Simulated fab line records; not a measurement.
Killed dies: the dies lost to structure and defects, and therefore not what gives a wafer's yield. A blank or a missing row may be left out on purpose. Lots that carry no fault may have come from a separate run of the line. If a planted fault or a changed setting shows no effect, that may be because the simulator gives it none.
fab line records	flow n5Finfet
[record] lots = 11	wafers = 33	lastDay = 17
route steps=1938 shown BEOL_M7@1311 BEOL_M8@1350
lots with no fault: from the same line, run without faults
startH: the number of hours between the record's first day and the start of the first shown wafer of the lot	waitH: hours since the lot's step before	" repeats the value in the row above	L1.1+2: a row that stands for several wafers	- no value, or no start was given	* or withheld: withheld	< > ~ a bound
route shown NAME@n: a module of which the file shows steps, and the number in the route of the first	usual: mean/standard deviation taken from wafers without a fault	same: alike in all rows	chamber/n: place in a boat	sites: each site's reading	_std_site: standard deviation of those values	_edge_site: outer sites' mean less inner sites'	radiusMm: for every site, how far away it sits from the centre of the wafer	mask NAME#n: copy n	behind: the most recent tool/chamber to have shaped the wafer	hold: why the lot went on hold/how many hours it stayed there/how the hold came to an end	device: the transistor (n, p or np) that didn't switch	end of line: the route-end tests of the same wafers	step lacking rows: just its recipe	killed: count of dies lost to structure and defects at first sort (not the wafer's yield)	map: the dies of a wafer, with x for killed, . for not killed, _ for no die there
set.NAME: the setting as run; set.NAME@STEP: as run at that earlier step	model.NAME: the simulator's own value behind a step, which no gauge read
route steps across a sampled set of lots; one table per step, one row per wafer
services: the hour from which a tool's chamber was out of use, counted from the record's first day as startH (under 0 if before that day), plus the number of hours and why
[[steps]]
[step N5_BEOL_M7_OCD_MEAS_38]
[usual] trenchDepthNm = 93.9/1.5
lot.wafer	tool	chamber	startH	waitH	trenchDepthNm
L623.2	ocd-01	-	194.82	-	93.8
L623.5	"	-	"	"	94.3
L623.6	"	-	"	"	91.0
L628.1	ocd-01	-	224.75	-	92.4
L628.4	"	-	"	"	94.4
L628.6	"	-	"	"	93.9
L629.1	ocd-02	-	225.75	-	95.2
L629.3	"	-	"	"	95.5
L629.6	"	-	"	"	95.2
L627.1	ocd-01	-	230.06	-	93.5
L627.3	"	-	"	"	91.5
L627.6	"	-	"	"	91.9
L630.1	ocd-02	-	232.38	-	95.2
L630.4	"	-	"	"	95.1
L630.6	"	-	"	"	95.1
L631.1	ocd-01	-	236.38	-	91.6
L631.4	"	-	"	"	92.9
L631.6	"	-	"	"	94.0
L632.1	ocd-01	-	238.20	-	92.7
L632.2	"	-	"	"	95.5
L632.4	"	-	"	"	95.3
L633.3	ocd-02	-	246.65	-	92.3
L633.5	"	-	"	"	94.4
L633.6	"	-	"	"	92.9
L641.1	ocd-01	-	301.51	-	94.0
L641.4	"	-	"	"	92.2
L641.6	"	-	"	"	93.6
L644.1	ocd-01	-	316.37	-	95.5
L644.3	"	-	"	"	94.3
L644.4	"	-	"	"	96.3
L646.1	ocd-01	-	331.78	-	95.3
L646.4	"	-	"	"	94.9
L646.5	"	-	"	"	95.0
[step N5_BEOL_M7_THK_MEAS_53]
[recipe] thkMeasGauge = xrf	reads = Cu_of_BEOL_M7_ECD_50
[usual] M7_THK = 78.6/1.7
lot.wafer	tool	chamber	startH	waitH	M7_THK[nm]
L623.2	filmMetro-01	-	198.08	-	79.2
L623.5	"	-	"	"	81.3
L623.6	"	-	"	"	77.3
L628.1	filmMetro-01	-	227.90	-	77.0
L628.4	"	-	"	"	79.9
L628.6	"	-	"	"	78.7
L629.1	filmMetro-02	-	229.61	-	79.7
L629.3	"	-	"	"	80.4
L629.6	"	-	"	"	80.1
L627.1	filmMetro-02	-	232.67	-	79.0
L627.3	"	-	"	"	76.1
L627.6	"	-	"	"	76.8
L630.1	filmMetro-02	-	234.90	-	78.2
L630.4	"	-	"	"	80.4
L630.6	"	-	"	"	80.3
L631.1	filmMetro-01	-	239.32	-	77.4
L631.4	"	-	"	"	77.9
L631.6	"	-	"	"	79.3
L632.1	filmMetro-02	-	240.28	-	77.5
L632.2	"	-	"	"	78.4
L632.4	"	-	"	"	79.3
L633.3	filmMetro-02	-	249.30	-	76.0
L633.5	"	-	"	"	79.2
L633.6	"	-	"	"	76.6
L641.1	filmMetro-02	-	304.00	-	78.2
L641.4	"	-	"	"	77.4
L641.6	"	-	"	"	79.7
L644.1	filmMetro-02	-	319.82	-	80.2
L644.3	"	-	"	"	77.5
L644.4	"	-	"	"	81.3
L646.1	filmMetro-01	-	334.73	-	79.7
L646.4	"	-	"	"	79.9
L646.5	"	-	"	"	80.3
[step N5_BEOL_M7_INSPECT_58]
[recipe] inspectInstrument = darkfield	mode = postDep
[usual] rawDefectCount = 74/26
lot.wafer	tool	chamber	startH	waitH	rawDefectCount
L623.2	defectInspect-02	-	198.24	0.0	110
L623.5	"	-	"	"	107
L623.6	"	-	"	"	70
L628.1	defectInspect-01	-	228.09	0.0	55
L628.4	"	-	"	"	63
L628.6	"	-	"	"	59
L629.1	defectInspect-01	-	229.77	0.0	45
L629.3	"	-	"	"	45
L629.6	"	-	"	"	56
L627.1	defectInspect-02	-	232.83	0.0	44
L627.3	"	-	"	"	64
L627.6	"	-	"	"	80
L630.1	defectInspect-01	-	235.06	0.0	54
L630.4	"	-	"	"	58
L630.6	"	-	"	"	59
L631.1	defectInspect-01	-	239.48	0.0	79
L631.4	"	-	"	"	45
L631.6	"	-	"	"	58
L632.1	defectInspect-02	-	240.44	0.0	72
L632.2	"	-	"	"	70
L632.4	"	-	"	"	142
L633.3	defectInspect-02	-	249.45	0.0	53
L633.5	"	-	"	"	55
L633.6	"	-	"	"	48
L641.1	defectInspect-01	-	304.16	0.0	40
L641.4	"	-	"	"	51
L641.6	"	-	"	"	87
L644.1	defectInspect-02	-	319.98	0.0	69
L644.3	"	-	"	"	69
L644.4	"	-	"	"	78
L646.1	defectInspect-02	-	334.89	0.0	73
L646.4	"	-	"	"	108
L646.5	"	-	"	"	65
[step N5_BEOL_M8_ETCH_62]
[recipe] chemistry = N2/H2	target = SOC	targetDepthA = 1100	overetchA = 220	maskMaterial = SiARC	tempC = 40	timeS = 165	ionEnergyEv = 200	pressureMtorr = 30	sourceW = 840	biasW = 150	n2FlowSccm = 200	h2FlowSccm = 200
[usual] biasW = 150.0/0.43	drypumpMotorCurrentA = 5.8/0.59	h2FlowSccm = 199.9/0.57	n2FlowSccm = 200.0/0.53	oesProductAu = 0.67/0.062	rfVppV = 523.4/2.2	showerheadPlenumPTorr = 2.53/0.076	throttleValvePct = 17.90/0.28
[same] timeS = 165
lot.wafer	tool	chamber	startH	waitH	biasW	drypumpMotorCurrentA	h2FlowSccm	n2FlowSccm	oesProductAu	rfHoursCounterH	rfVppV	showerheadPlenumPTorr	throttleValvePct
L623.2	rieDiel-06	2	200.64	0.0	150.0	5.9	200.7	201.0	0.62	167	520.5	2.43	17.64
L623.5	"	1	"	"	150.0	5.7	199.9	199.2	0.62	-	526.1	2.65	18.24
L623.6	"	2	"	"	149.5	6.0	200.1	199.3	0.61	-	521.1	2.43	17.64
L628.1	rieDiel-02	2	230.56	0.0	149.5	6.5	199.4	199.9	0.69	100	523.6	2.57	17.97
L628.4	"	3	"	"	149.6	5.1	200.0	199.6	0.57	242	523.0	2.51	18.49
L628.6	"	0	"	"	150.2	5.2	200.0	200.0	0.72	-	522.9	2.49	17.54
L629.1	rieDiel-02	3	231.61	0.0	150.7	5.1	199.7	200.2	0.56	243	521.9	2.51	18.48
L629.3	"	2	"	"	150.3	6.5	200.2	199.8	0.68	101	523.4	2.57	17.98
L629.6	"	2	"	"	150.9	6.5	199.6	200.2	0.69	-	524.7	2.57	17.96
L627.1	rieDiel-04	1	234.61	0.0	150.9	6.0	199.5	200.0	0.76	24	522.5	2.49	17.72
L627.3	"	2	"	"	150.5	5.8	199.3	199.5	0.67	92	521.3	2.46	17.92
L627.6	"	2	"	"	150.6	5.8	199.7	199.9	0.67	-	520.4	2.46	17.91
L630.1	rieDiel-04	1	237.61	0.0	150.2	6.0	199.5	200.4	0.76	25	522.1	2.49	17.73
L630.4	"	0	"	"	150.2	6.5	199.5	199.7	0.78	11	523.2	2.49	17.53
L630.6	"	2	"	"	151.1	5.9	200.2	199.8	0.67	-	522.6	2.46	17.90
L631.1	rieDiel-02	3	242.96	0.0	140.5	5.1	199.5	199.4	0.56	247	501.6	2.51	18.50
L631.4	"	0	"	"	141.0	5.3	200.1	199.9	0.72	48	503.8	2.49	17.55
L631.6	"	3	"	"	141.1	5.1	199.5	199.2	0.57	-	501.9	2.51	18.50
L632.1	rieDiel-02	0	243.29	0.0	140.4	5.3	200.0	199.8	0.72	48	502.7	2.49	17.54
L632.2	"	2	"	"	142.0	6.5	200.0	200.6	0.68	106	503.4	2.56	17.99
L632.4	"	3	"	"	141.0	5.1	199.9	200.5	0.57	248	504.2	2.51	18.48
L633.3	rieDiel-04	0	252.81	0.0	150.5	6.5	200.3	200.4	0.77	17	522.3	2.49	17.53
L633.5	"	1	"	"	150.5	6.0	198.8	200.1	0.76	-	523.2	2.49	17.74
L633.6	"	0	"	"	149.8	6.5	199.5	201.3	0.78	-	522.4	2.49	17.52
L641.1	rieDiel-04	0	306.25	0.0	150.5	6.6	199.5	199.7	0.74	36	521.4	2.48	17.56
L641.4	"	1	"	"	148.8	5.9	199.9	200.9	0.73	49	522.4	2.48	17.76
L641.6	"	3	"	"	150.4	6.0	200.5	200.1	0.66	-	528.0	2.67	17.77
L644.1	rieDiel-06	0	321.61	0.0	149.9	6.8	200.1	199.6	0.63	161	520.0	2.44	17.60
L644.3	"	1	"	"	149.5	5.7	199.3	200.0	0.60	191	525.3	2.63	18.30
L644.4	"	2	"	"	149.8	5.9	199.3	200.1	0.59	207	520.3	2.41	17.72
L646.1	rieDiel-04	3	337.00	0.0	149.2	6.0	200.1	199.3	0.66	118	528.0	2.67	17.79
L646.4	"	0	"	"	149.4	6.5	199.5	201.1	0.73	47	523.8	2.47	17.57
L646.5	"	2	"	"	150.0	5.9	200.0	199.6	0.65	-	522.2	2.45	17.98
[[services]]
tool	chamber	startH	hours	kind
rieDiel-02	-	187.98	14.6	pm
rieDiel-04	0	191.11	-	clean
rieDiel-04	0	191.11	-	consumableReplace:focusRing
rieDiel-04	0	191.11	17.0	scheduledDown
rieDiel-04	0	191.11	17.0	ventCycle
rieDiel-04	1	209.25	5.5	repair
rieDiel-04	0	234.06	1.5	repair
rieDiel-02	3	252.44	-	clean
rieDiel-02	3	252.44	-	consumableReplace:focusRing
rieDiel-02	3	252.44	23.4	scheduledDown
rieDiel-02	3	252.44	23.4	ventCycle
rieDiel-02	1	284.06	-	clean
rieDiel-02	1	284.06	-	consumableReplace:focusRing
rieDiel-02	1	284.06	13.9	scheduledDown
rieDiel-02	1	284.06	13.9	ventCycle
[[key]]
[firstSign] step = N5_BEOL_M8_ETCH_62	reading = biasW	direction = down	sigmas = 21	usual = *	struck = *
[effect] step = N5_BEOL_M8_ETCH_62	reading = rfVppV	direction = down	sigmas = 9.4	usual = 523.4	struck = 502.9
metAt N5_BEOL_M8_ETCH_62
struckLots L631,L632
notActingAt N5_BEOL_M7_OCD_MEAS_38,N5_BEOL_M7_THK_MEAS_53,N5_BEOL_M7_INSPECT_58
onsetBetween 231.61 242.96
[fault] kind = processParameterDrift	tool = rieDiel-02	chamber = -	onsetH = 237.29	steps = N5_BEOL_M8_ETCH_62	channel = biasW	offset = *	shape = step	endH = 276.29	actsIn = *	stated = *
